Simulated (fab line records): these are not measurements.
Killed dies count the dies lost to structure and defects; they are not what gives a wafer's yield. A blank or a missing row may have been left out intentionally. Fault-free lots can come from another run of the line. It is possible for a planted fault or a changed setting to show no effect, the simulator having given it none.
Chamber matching + flow nand-harc + NHARC_A_M0_DESCUM_14 on rie-diel-09 has 4 sister chambers
The step chemistry O2, time 3 s. 8 wafers are shown with their chamber, then 10 later ones without.

## WAFERS, EACH WITH ITS CHAMBER
| wafer  | chamber | oes-product-au (a.u.) | rf-vpp-V (V) |
|--------|---------|-----------------------|--------------|
| L075.6 | 0       | 1.013                 | 57.5         |
| L087.2 | 0       | 1.003                 | 58.0         |
| L087.6 | 1       | 0.993                 | 57.6         |
| L090.1 | 2       | 0.992                 | 59.2         |
| L090.3 | 3       | 1.001                 | 57.0         |
| L090.4 | 3       | 1.006                 | 60.0         |
| L091.1 | 2       | 0.992                 | 59.4         |
| L091.2 | 1       | 1.015                 | 57.5         |

## WAFERS WHOSE CHAMBER IS MISSING
| wafer  | oes-product-au (a.u.) | rf-vpp-V (V) |
|--------|-----------------------|--------------|
| L091.3 | 0.999                 | 56.6         |
| L091.4 | 1.009                 | 59.5         |
| L091.5 | 1.010                 | 57.2         |
| L091.6 | 1.001                 | 58.7         |
| L096.1 | 0.992                 | 57.0         |
| L096.5 | 1.003                 | 55.5         |
| L096.6 | 1.004                 | 58.7         |
| L097.1 | 0.999                 | 57.3         |
| L097.3 | 1.012                 | 56.0         |
| L097.4 | 1.000                 | 59.5         |

## CHAMBER TAKEN BY EACH
| wafer  | from the rows above               | in truth |
|--------|-----------------------------------|----------|
| L091.3 | can't be placed: 1 or 0 or 3 or 2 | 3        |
| L091.4 | can't be placed: 3 or 0 or 1 or 2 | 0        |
| L091.5 | can't be placed: 0 or 1 or 3      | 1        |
| L091.6 | can't be placed: 3 or 1 or 2 or 0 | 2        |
| L096.1 | can't be placed: 1 or 3 or 0 or 2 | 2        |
| L096.5 | can't be placed: 1 or 0 or 3 or 2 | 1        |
| L096.6 | can't be placed: 3 or 0 or 1 or 2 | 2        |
| L097.1 | can't be placed: 1 or 0 or 3 or 2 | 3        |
| L097.3 | can't be placed: 0 or 1 or 3      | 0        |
| L097.4 | can't be placed: 2 or 3 or 0 or 1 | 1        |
Correct placement for 0 of the 10. From these rows, 10 cannot be placed; in 10 the true chamber is one of the candidates. Number placed wrongly: 0.
How it was worked out, from the rows above alone: a wafer's distance from a chamber is the root of the sum, over the readings, of the square of ((its reading less the chamber's mean) divided by the reading's scatter). The wafer belongs to the nearest chamber; if the next one is less than 2 further off, it can't be placed. The mean given for a chamber averages the wafers shown for that chamber. The scatter: the root of (the sum of the squares of (reading less its chamber's mean) over the shown wafers, divided by (wafers less chambers)).
